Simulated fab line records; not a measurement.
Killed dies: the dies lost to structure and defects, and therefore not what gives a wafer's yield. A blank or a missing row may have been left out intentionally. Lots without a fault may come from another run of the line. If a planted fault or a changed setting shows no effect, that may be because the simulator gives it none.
fab line records | flow nandHarc
record lots=5 wafers=15 lastDay=24
route steps=1159 shown HYBRID_BOND@1095 THIN_TSV@1101 END@1159
lots that met no fault: from a run of the same line without faults
startH: hours from the record's opening day to when the first of the lot's shown wafers began | waitH: how many hours have passed since the lot's step before this one | " unchanged from the row above | L1.1+2: one row covering several wafers at once | - no value, or no start was given | * or withheld: withheld | < > ~ a bound
route shown NAME@n: NAME is a module with steps in the file, n the number in the route of the first one | usual: average and standard deviation across the fault-free wafers | same: alike in all rows | chamber/n: place in a boat | sites: each site's reading | _std_site: how widely they spread, as a standard deviation | _edge_site: the outer-site mean with the inner-site mean subtracted | radiusMm: how far each site lies from the wafer's centre | mask NAME#n: copy n | behind: the tool/chamber that last shaped the wafer | hold: reason for holding the lot/hours on hold/outcome of the hold | device: the transistor (n, p or np) that didn't switch | end of line: at the end of the route, the tests of the same wafers | where a step has no rows: the recipe by itself | killed: at the first sort, the dies lost to defects and structure; wafer yield is something else | map: the dies of a wafer, with x for killed, . for not killed, _ for no die there
set.NAME: setting as actually run; set.NAME@STEP: the setting as run at that earlier step | model.NAME: the simulator's own value behind a step, which no gauge read
lots at selected steps of the route; one table per step, one row per wafer
services: from which hour (startH, from the record's first day; less than 0 if before it) a tool's chamber was out of use, for how many hours, and why
## steps
# step NHARC_HYBRID_BOND_PRECLEAN_01
# recipe timeS=300 tempC=23 chemistry=DIW
# step NHARC_HYBRID_BOND_SRD_02
# recipe timeS=30 tempC=23 dryTimeS=20 spinRpm=1500
# step NHARC_HYBRID_BOND_BOND_03
# recipe tempC=25
# step NHARC_HYBRID_BOND_ANNEAL_04
# recipe tempC=300 timeS=7200 rampUpCPerMin=5 rampDownCPerMin=3 idleTempC=100 pressureAtm=1
# step NHARC_HYBRID_BOND_OVL_MEAS_05
# usual overlayXNm=-1/30 overlayYNm=2/34
# columns lot.wafer tool chamber startH waitH overlayXNm overlayYNm
L278.2 overlay-01 - 471.43 0.4 -76 -5
L278.4 " - " " 33 4
L278.6 " - " " -49 -44
L277.3 overlay-02 - 476.90 0.4 41 15
L277.4 " - " " -15 18
L277.6 " - " " 29 5
L283.2 overlay-01 - 483.93 0.4 13 14
L283.4 " - " " 28 -7
L283.6 " - " " -87 11
L287.2 overlay-02 - 521.88 0.4 12 28
L287.4 " - " " 63 -3
L287.5 " - " " -21 46
L292.2 overlay-01 - 552.52 0.4 23 22
L292.3 " - " " 4 15
L292.5 " - " " -14 20
# step NHARC_HYBRID_BOND_INSPECT_06
# recipe inspectInstrument=irVoid
# usual rawDefectCount=34/11
# columns lot.wafer tool chamber startH waitH rawDefectCount
L278.2 defectInspect-01 - 471.48 0.1 26
L278.4 " - " " 19
L278.6 " - " " 22
L277.3 defectInspect-02 - 476.95 0.1 22
L277.4 " - " " 28
L277.6 " - " " 33
L283.2 defectInspect-01 - 483.98 0.1 37
L283.4 " - " " 27
L283.6 " - " " 26
L287.2 defectInspect-02 - 521.93 0.1 27
L287.4 " - " " 28
L287.5 " - " " 44
L292.2 defectInspect-01 - 552.57 0.1 51
L292.3 " - " " 39
L292.5 " - " " 48
# step NHARC_THIN_TSV_GRIND_00
# recipe targetThkUm=6
# usual motorCurrentA=11.996/0.022 slurryFlowMlMin=150.0/0.43
# columns lot.wafer tool chamber startH waitH motorCurrentA slurryFlowMlMin
L278.2 grinder-01 0 471.83 0.3 11.949 149.9
L278.4 " 0 " " 12.010 149.1
L278.6 " 0 " " 11.982 149.5
L277.3 grinder-01 0 477.50 0.5 11.973 150.0
L277.4 " 0 " " 11.987 149.0
L277.6 " 0 " " 12.024 149.8
L283.2 grinder-01 0 486.91 2.9 11.993 149.7
L283.4 " 0 " " 11.988 149.1
L283.6 " 0 " " 12.000 149.8
L287.2 grinder-01 0 522.28 0.3 11.983 149.9
L287.4 " 0 " " 11.986 149.7
L287.5 " 0 " " 11.974 149.3
L292.2 grinder-01 0 554.13 1.6 12.025 150.0
L292.3 " 0 " " 12.001 149.6
L292.5 " 0 " " 11.980 150.0
# step NHARC_THIN_TSV_CMP_01
# recipe targetThkUm=3
# step NHARC_THIN_TSV_THK_MEAS_02
# recipe thkMeasGauge=ir
# usual thkNm=2996/230
# columns lot.wafer tool chamber startH waitH thkNm
L278.2 filmMetro-02 - 473.13 - 2606
L278.4 " - " " 2550
L278.6 " - " " 2794
L277.3 filmMetro-02 - 478.60 0.2 3389
L277.4 " - " " 3095
L277.6 " - " " 2964
L283.2 filmMetro-01 - 488.22 0.2 3307
L283.4 " - " " 3226
L283.6 " - " " 3355
L287.2 filmMetro-01 - 523.57 0.2 2998
L287.4 " - " " 2796
L287.5 " - " " 2879
L292.2 filmMetro-02 - 555.44 0.2 3133
L292.3 " - " " 3176
L292.5 " - " " 3126
# step NHARC_THIN_TSV_SRD_03
# step NHARC_THIN_TSV_PRECLEAN_41
# recipe timeS=* tempC=50 bathAgeMin=0 chemistry=SC1
# step NHARC_THIN_TSV_SRD_42
# step NHARC_THIN_TSV_DEP_43
# recipe targetThkA=13285 tempC=withheld pressureTorr=6.5 rfW=900 teosFlowSccm=161.4 flowSccm=2650 targetThkNm=1328.5 gas=O2 material=SiO2
# usual showerheadVppV=1875/100 throttleValvePct=15.8/0.53
# columns lot.wafer tool chamber startH waitH showerheadVppV throttleValvePct
L278.2 pecvd-03 2 473.39 - 1830 15.3
L278.6 " 1 " " 1881 15.6
L278.4 " 0 " " 1927 16.7
L277.3 pecvd-04 0 478.91 - 1926 16.3
L277.6 " 2 " " 1701 15.4
L277.4 " 0 " " 1901 16.5
L283.2 pecvd-02 2 488.49 - 1786 16.7
L283.4 " 1 " " 1883 15.8
L283.6 " 0 " " 2059 15.7
L287.2 pecvd-03 0 524.18 - 1938 16.0
L287.5 " 0 " " 1866 16.1
L287.4 " 1 " " 1828 15.6
L292.3 pecvd-02 2 555.70 - 1792 16.4
L292.2 " 0 " " 2058 15.1
L292.5 " 2 " " 1817 16.4
# step NHARC_THIN_TSV_DEHYDRATE_04
# recipe tempC=150 timeS=120
# step NHARC_THIN_TSV_HMDS_05
# recipe timeS=30
# step NHARC_THIN_TSV_COAT_06
# recipe spinRpm=*
# step NHARC_THIN_TSV_SOFTBAKE_07
# recipe tempC=122 timeS=95
# step NHARC_THIN_TSV_EBR_08
# step NHARC_THIN_TSV_EXPOSE_09
# recipe na=0.55 doseMj=30.7 maskId=TSV
# step NHARC_THIN_TSV_PEB_10
# recipe pebTempC=118 pebTimeS=85
# step NHARC_THIN_TSV_DEVELOP_11
# recipe timeS=70
# step NHARC_THIN_TSV_CD_MEAS_12
# recipe targetCdNm=1000 landingEnergyEv=500
# usual cdNm=1000.5/1.8
# columns lot.wafer tool chamber startH waitH cdNm
L278.2 cdSem-02 0 474.07 - 1000.5
L278.4 " 0 " " 1000.2
L278.6 " 0 " " 998.1
L277.3 cdSem-02 0 479.66 - 999.4
L277.4 " 0 " " 999.8
L277.6 " 0 " " 999.4
L283.2 cdSem-02 0 489.15 - 1002.1
L283.4 " 0 " " 1003.4
L283.6 " 0 " " 1002.3
L287.2 cdSem-02 0 524.97 - 1000.2
L287.4 " 0 " " 999.9
L287.5 " 0 " " 998.8
L292.2 cdSem-02 0 556.49 - 996.7
L292.3 " 0 " " 1000.0
L292.5 " 0 " " 1002.2
# step NHARC_THIN_TSV_HARDBAKE_13
# recipe tempC=125 timeS=80
# step NHARC_THIN_TSV_DESCUM_14
# recipe timeS=3 o2FlowSccm=200 arFlowSccm=0 biasPowerW=0 chemistry=O2
# step NHARC_THIN_TSV_ETCH_44
# recipe targetDepthA=15942 timeS=797.1 cf4FlowSccm=150 o2FlowSccm=10 arFlowSccm=0 rfW=300 biasW=800 chemistry=CF4/O2
# usual drypumpMotorCurrentA=5.8/0.47 mfcArSccm=0.006/0.0073 oesProductAu=0.998/0.013 rfVppV=795/4.5 showerheadPlenumPTorr=1.85/0.07 throttleValvePct=16.914/0.0094
# columns lot.wafer tool chamber startH waitH drypumpMotorCurrentA mfcArSccm oesProductAu rfHoursCounterH rfVppV showerheadPlenumPTorr throttleValvePct
L278.4 rieDiel-05 2 474.31 0.1 5.5 0.012 1.017 12 800 1.90 16.920
L278.2 " 0 " " 6.4 0 0.986 13 794 1.83 16.908
L278.6 " 2 " " 5.5 0.012 1.014 - 798 1.90 16.916
L277.3 rieDiel-13 1 479.90 0.1 4.8 0.003 1.013 1 791 1.77 16.896
L277.4 " 0 " " 5.9 0.016 1.000 1 788 1.72 16.911
L277.6 " 2 " " 5.4 0.029 0.994 - 797 1.91 16.914
L283.4 rieDiel-05 0 489.45 0.1 6.4 0 0.993 16 795 1.83 16.918
L283.2 " 2 " " 5.5 0.012 1.006 15 800 1.90 16.917
L283.6 " 3 " " 6.2 0.007 0.988 - 791 1.77 16.920
L287.4 rieDiel-02 3 525.27 0.1 5.4 0 1.003 1 798 1.90 16.912
L287.2 " 0 " " 6.3 0.005 1.020 1 795 1.85 16.906
L287.5 " 2 " " 5.6 0.008 0.992 - 795 1.83 16.894
L292.2 rieDiel-05 2 556.75 0.1 5.5 0.012 0.989 3 798 1.89 16.918
L292.3 " 0 " " 6.4 0 0.987 3 794 1.83 16.913
L292.5 " 2 " " 5.5 0.012 0.987 - 799 1.89 16.915
# step NHARC_THIN_TSV_ETCH_15
# recipe targetDepthA=30000 boschTargetOveretchCycles=2 boschEtchStepS=2.8 boschDepStepS=1.2 boschCycles=14
# step NHARC_THIN_TSV_CD_MEAS_16
# usual cdNm=1000.6/1.9
# columns lot.wafer tool chamber startH waitH cdNm
L278.2 cdSem-02 - 475.03 0.1 1000.8
L278.4 " - " " 1000.2
L278.6 " - " " 998.8
L277.3 cdSem-03 - 480.61 0.1 1000.1
L277.4 " - " " 1000.2
L277.6 " - " " 1000.3
L283.2 cdSem-02 - 490.12 0.1 1002.8
L283.4 " - " " 1004.0
L283.6 " - " " 1001.7
L287.2 cdSem-02 - 525.93 0.1 999.8
L287.4 " - " " 1000.3
L287.5 " - " " 998.1
L292.2 cdSem-03 - 557.47 0.1 997.4
L292.3 " - " " 999.8
L292.5 " - " " 1001.9
# step NHARC_THIN_TSV_STRIP_45
# recipe powerW=1500 tempC=250 chemistry=O2
# step NHARC_THIN_TSV_STRIP_46
# recipe timeS=1200 tempC=72.5 chemistry=postEtchResidueRemover
# step NHARC_THIN_TSV_DEP_47
# recipe targetThkA=2000 tempC=withheld pressureTorr=6.5 rfW=900 teosFlowSccm=161.4 flowSccm=2650 targetThkNm=200 gas=O2 material=SiO2
# step NHARC_THIN_TSV_ETCHBACK_48
# recipe targetDepthA=10285 overEtchFrac=0.3 timeS=405.17 ionEnergyEv=250 c4f8FlowSccm=withheld arFlowSccm=withheld rfW=600 biasW=300 chemistry=C4F8/Ar
# step NHARC_THIN_TSV_STRIP_62
# recipe powerW=1500 tempC=250 timeS=20 chemistry=N2/H2
# usual drypumpMotorCurrentA=5.8/0.58 heaterPowerW=328/13 rfReflPowerW=22/5.3 tempC=250.01/0.17
# columns lot.wafer tool chamber startH waitH drypumpMotorCurrentA heaterPowerW rfHoursCounterH rfReflPowerW tempC
L278.2 plasmaAsher-01 0 476.77 - 5.7 343 5 - 249.56
L278.4 " 1 " " 5.9 327 - - 250.06
L278.6 " 0 " " 5.8 339 - - 249.72
L277.4 plasmaAsher-01 1 482.29 - 5.9 324 - 25 249.81
L277.3 " 0 " " 5.8 335 - 26 250.04
L277.6 " 0 " " 5.8 336 - 26 250.17
L283.2 plasmaAsher-01 1 491.83 - 5.9 328 8 - 250.42
L283.4 " 0 " " 5.8 335 - - 249.96
L283.6 " 0 " " 5.8 341 - - 250.18
L287.2 plasmaAsher-01 0 527.56 - 5.8 343 20 25 250.00
L287.4 " 1 " " 5.9 326 - 26 249.93
L287.5 " 1 " " 5.9 327 - 26 250.42
L292.2 plasmaAsher-01 1 559.50 - 5.8 317 37 26 250.13
L292.3 " 0 " " 5.9 333 - 26 250.28
L292.5 " 1 " " 5.9 330 - 26 250.01
# step NHARC_THIN_TSV_DEGAS_49
# recipe tempC=300 timeS=120
# step NHARC_THIN_TSV_PRE_CLEAN_50
# recipe timeS=30 tempC=280 gas=H2/He
# usual heaterPowerW=430/42
# columns lot.wafer tool chamber startH waitH heaterPowerW
L278.4 pvdSputter-01 - - - 463
L278.2 " - " " 405
L278.6 " - " " 426
L277.4 pvdSputter-02 - - - 348
L277.3 " - " " 465
L277.6 " - " " 442
L283.2 pvdSputter-01 - - - 463
L283.4 " - " " 414
L283.6 " - " " 416
L287.2 pvdSputter-02 - - - 361
L287.4 " - " " 547
L287.5 " - " " 356
L292.2 pvdSputter-02 - - - 533
L292.3 " - " " 359
L292.5 " - " " 453
# step NHARC_THIN_TSV_PVD_19
# recipe targetThkA=200 chamberPressurePa=5 material=TaN
# step NHARC_THIN_TSV_PVD_51
# recipe targetThkA=1000 chamberPressurePa=5 material=Cu
# step NHARC_THIN_TSV_ECD_20
# recipe targetThkA=20000 material=Cu
# step NHARC_THIN_TSV_ANNEAL_52
# recipe tempC=225 timeS=90
# usual annealTempC=224.98/0.18 wafer_temp_C_max=225.96/0.23
# columns lot.wafer tool chamber startH waitH annealTempC wafer_temp_C_max
L278.2 rtpAnneal-02 0 478.23 0.6 224.98 226.29
L278.4 " 0 " " 224.86 225.84
L278.6 " 0 " " 224.90 226.41
L277.3 rtpAnneal-01 0 483.71 0.5 225.24 226.31
L277.4 " 0 " " 224.73 225.74
L277.6 " 0 " " 224.67 226.12
L283.2 rtpAnneal-01 0 493.23 0.7 224.99 226.00
L283.4 " 0 " " 225.07 225.90
L283.6 " 0 " " 224.86 226.04
L287.2 rtpAnneal-02 0 528.96 0.7 224.96 225.85
L287.4 " 0 " " 224.72 225.81
L287.5 " 0 " " 224.89 225.77
L292.2 rtpAnneal-02 0 560.91 0.6 224.95 225.72
L292.3 " 0 " " 225.00 226.24
L292.5 " 0 " " 224.85 226.06
# step NHARC_THIN_TSV_CMP_21
# recipe tOverpolishS=30 targetThkNm=2000
# step NHARC_THIN_TSV_SRD_23
# step NHARC_THIN_TSV_DEGAS_53
# recipe tempC=300 timeS=60
# step NHARC_END_SORT_01
# recipe tempC=25
# usual defectLimitedYield=95.1/1.3 killedAtArray=29/8.4 killedAtOther=0.7/1.2 killedAtPeriphery=3.8/2.1 killedDies=33/9 killedOpen=3.4/2 killedShort=2.1/1.4 sort_bin_2_pct=1.5/0.56 sort_bin_3_pct=0.26/0.2 sort_bin_4_pct=3.1/0.91 sortNPass=644/9 sortRimYieldPct=96.2/2.2 sortYieldPct=95.1/1.3
# same grossDies=677 sort_bin_5_pct[%]=0 sort_bin_6_pct[%]=0 sort_bin_7_pct[%]=0 sort_bin_8_pct[%]=0 sortRimNGross=106.00
# columns lot.wafer tool chamber startH waitH defectLimitedYield[%] killedAtArray killedAtOther killedAtPeriphery killedDies killedOpen killedShort sort_bin_2_pct[%] sort_bin_3_pct[%] sort_bin_4_pct[%] sortNPass sortRimYieldPct[%] sortYieldPct[%]
L277.3 prober-02 0 512.70 3.1 96.6 22 0 1 23 2 0 1.2 0.30 1.9 654 97.2 96.6
L277.4 prober-02 0 513.50 3.4 96.5 22 0 2 24 5 0 1.0 0.15 2.4 653 98.1 96.5
L277.6 prober-02 0 515.11 4.0 95.1 29 1 3 33 1 0 1.6 0.30 3.0 644 98.1 95.1
L287.2 prober-01 0 543.28 2.8 95.6 25 1 4 30 5 5 1.6 0 2.8 647 95.3 95.6
L287.4 prober-01 0 544.88 3.4 95.6 23 2 5 30 5 1 1.0 0.15 3.2 647 98.1 95.6
L287.5 prober-01 0 545.68 3.7 0 33 637 7 677 3 4 96.0 0.44 3.5 0 0 0
# killed by level:class
L277.3 A_SLIT:chamberFilmFlake=12 A_CHANNEL_HOLE_D1:chamberFilmFlake=4 A_STAIRCASE:chamberFilmFlake=3 A_CONTACT:geometricParticle:open=2 P_CONTACT:chamberFilmFlake=1 A_WL_FILL:chamberFilmFlake=1
L277.4 A_SLIT:chamberFilmFlake=11 A_CONTACT:chamberFilmFlake=3 A_CONTACT:geometricParticle:open=2 A_STAIRCASE:chamberFilmFlake=2 P_M0:geometricParticle:open=1 A_SGD_CUT:geometricParticle:open=1 A_WL_FILL:geometricParticle:open=1 P_CONTACT:chamberFilmFlake=1
L277.6 A_SLIT:chamberFilmFlake=14 A_CHANNEL_HOLE_D1:chamberFilmFlake=8 P_CONTACT:chamberFilmFlake=2 A_CHANNEL_FILL_D1:chamberFilmFlake=2 A_WL_FILL:chamberFilmFlake=2 A_CHANNEL_FILL_D1:geometricParticle:open=1 P_STI:chamberFilmFlake=1 A_ZERO_WELL:chamberFilmFlake=1
L287.2 A_CHANNEL_HOLE_D1:chamberFilmFlake=15 A_ONON_D1:geometricParticle:short=2 A_STAIRCASE:chamberFilmFlake=2 P_CONTACT:geometricParticle:short=1 P_M0:geometricParticle:open=1 A_CHANNEL_FILL_D1:geometricParticle:short=1 A_SLIT:geometricParticle:open=1 A_WL_FILL:geometricParticle:open=1
L287.4 A_CHANNEL_HOLE_D1:chamberFilmFlake=14 A_CONTACT:chamberFilmFlake=3 P_CONTACT:geometricParticle:open=2 THIN_TSV:chamberFilmFlake=2 P_CONTACT:geometricParticle:short=1 P_M0:geometricParticle:open=1 A_WL_FILL:geometricParticle:open=1 A_BLC:geometricParticle:open=1
L287.5 THIN_TSV:areaDep=635 A_CHANNEL_HOLE_D1:chamberFilmFlake=24 P_GATE:chamberFilmFlake=2 A_ZERO_WELL:chamberFilmFlake=2 A_CONTACT:chamberFilmFlake=2 THIN_TSV:chamberFilmFlake=2 P_CONTACT:geometricParticle:short=1 P_CONTACT:geometricParticle:open=1
# map L287.5 (x killed, . not)
____________x____________
_________xxxxxxx_________
_______xxxxxxxxxxx_______
______xxxxxxxxxxxxx______
_____xxxxxxxxxxxxxxx_____
____xxxxxxxxxxxxxxxxx____
____xxxxxxxxxxxxxxxxx____
___xxxxxxxxxxxxxxxxxxx___
___xxxxxxxxxxxxxxxxxxx___
__xxxxxxxxxxxxxxxxxxxxx__
__xxxxxxxxxxxxxxxxxxxxx__
_xxxxxxxxxxxxxxxxxxxxxxx_
_xxxxxxxxxxxxxxxxxxxxxxx_
_xxxxxxxxxxxxxxxxxxxxxxx_
_xxxxxxxxxxxxxxxxxxxxxxx_
_xxxxxxxxxxxxxxxxxxxxxxx_
xxxxxxxxxxxxxxxxxxxxxxxxx
xxxxxxxxxxxxxxxxxxxxxxxxx
xxxxxxxxxxxxxxxxxxxxxxxxx
xxxxxxxxxxxxxxxxxxxxxxxxx
xxxxxxxxxxxxxxxxxxxxxxxxx
_xxxxxxxxxxxxxxxxxxxxxxx_
_xxxxxxxxxxxxxxxxxxxxxxx_
_xxxxxxxxxxxxxxxxxxxxxxx_
_xxxxxxxxxxxxxxxxxxxxxxx_
_xxxxxxxxxxxxxxxxxxxxxxx_
__xxxxxxxxxxxxxxxxxxxxx__
__xxxxxxxxxxxxxxxxxxxxx__
___xxxxxxxxxxxxxxxxxxx___
___xxxxxxxxxxxxxxxxxxx___
____xxxxxxxxxxxxxxxxx____
____xxxxxxxxxxxxxxxxx____
_____xxxxxxxxxxxxxxx_____
______xxxxxxxxxxxxx______
_______xxxxxxxxxxx_______
_________xxxxxxx_________
____________x____________
# map L278.6 (x killed, . not)
____________.____________
_________......._________
_______..........._______
______....x........______
_____...x..x........_____
____..x..............____
____x................____
___....x..x...........___
___...................___
__.....................__
__.....................__
_.........x............._
_......................._
_......................._
_....x.................._
_......................._
.........................
...x.....................
x.....x..................
.........................
.....x...................
_......................._
_......................._
_......x................_
_....xxxx..............._
_..x..x................._
__.....................__
__.....xx..............__
___......xx...........___
___...................___
____...x.............____
____...x.............____
_____..............._____
______.............______
_______..........._______
_________......._________
____________x____________
## services
# columns tool chamber startH hours kind
rieDiel-05 0 447.85 - clean
rieDiel-05 1 447.85 - clean
rieDiel-05 2 447.85 - clean
pecvd-03 - 450.68 0.5 repair
rieDiel-13 - 453.00 9.0 pm
plasmaAsher-01 - 453.42 9.0 pm
plasmaAsher-01 0 453.42 9.0 ventCycle
plasmaAsher-01 1 453.42 9.0 ventCycle
plasmaAsher-01 0 462.42 - clean
plasmaAsher-01 1 462.42 - clean
rieDiel-05 1 466.88 7.2 repair
pecvd-03 - 473.62 13.0 pm
grinder-01 - 482.67 0.2 repair
rieDiel-02 0 494.94 3.1 repair
rieDiel-13 1 499.79 8.0 repair
rieDiel-02 - 504.99 9.0 pm
pecvd-02 2 513.38 3.7 repair
pvdSputter-01 - 514.01 10.0 pm
pecvd-02 - 515.69 13.0 pm
pvdSputter-02 - 516.20 1.8 repair
rieDiel-05 - 517.80 9.0 pm
pecvd-04 0 553.21 9.2 repair
grinder-01 - 556.44 1.9 repair
pecvd-04 - 557.68 13.0 pm
## key
firstSign step=NHARC_END_SORT_01 reading=killedAtOther direction=up sigmas=99+ usual=0.7 struck=637
effect step=NHARC_END_SORT_01 reading=sort_bin_2_pct direction=up sigmas=99+ usual=1.5 struck=96.0
moreKillsBornAt NHARC_THIN_TSV_DEP_43@pecvd-03=635
metAt NHARC_THIN_TSV_DEP_43
struckWafers L287.5
laterRowsLeftOut L287.5
onsetBetween 473.39 524.18
fault kind=processParameterDrift tool=pecvd-03 chamber=- onsetH=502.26 steps=NHARC_THIN_TSV_DEP_43 channel=targetThkNm offset=460.9 shape=step endH=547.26 scope=struckWafersOnly actsIn=theseRecipesOnly stated=1328.5
# laterRowsLeftOut: the simulator's readings of these wafers behind a module that went badly wrong aren't trusted and aren't shown, but for the sort
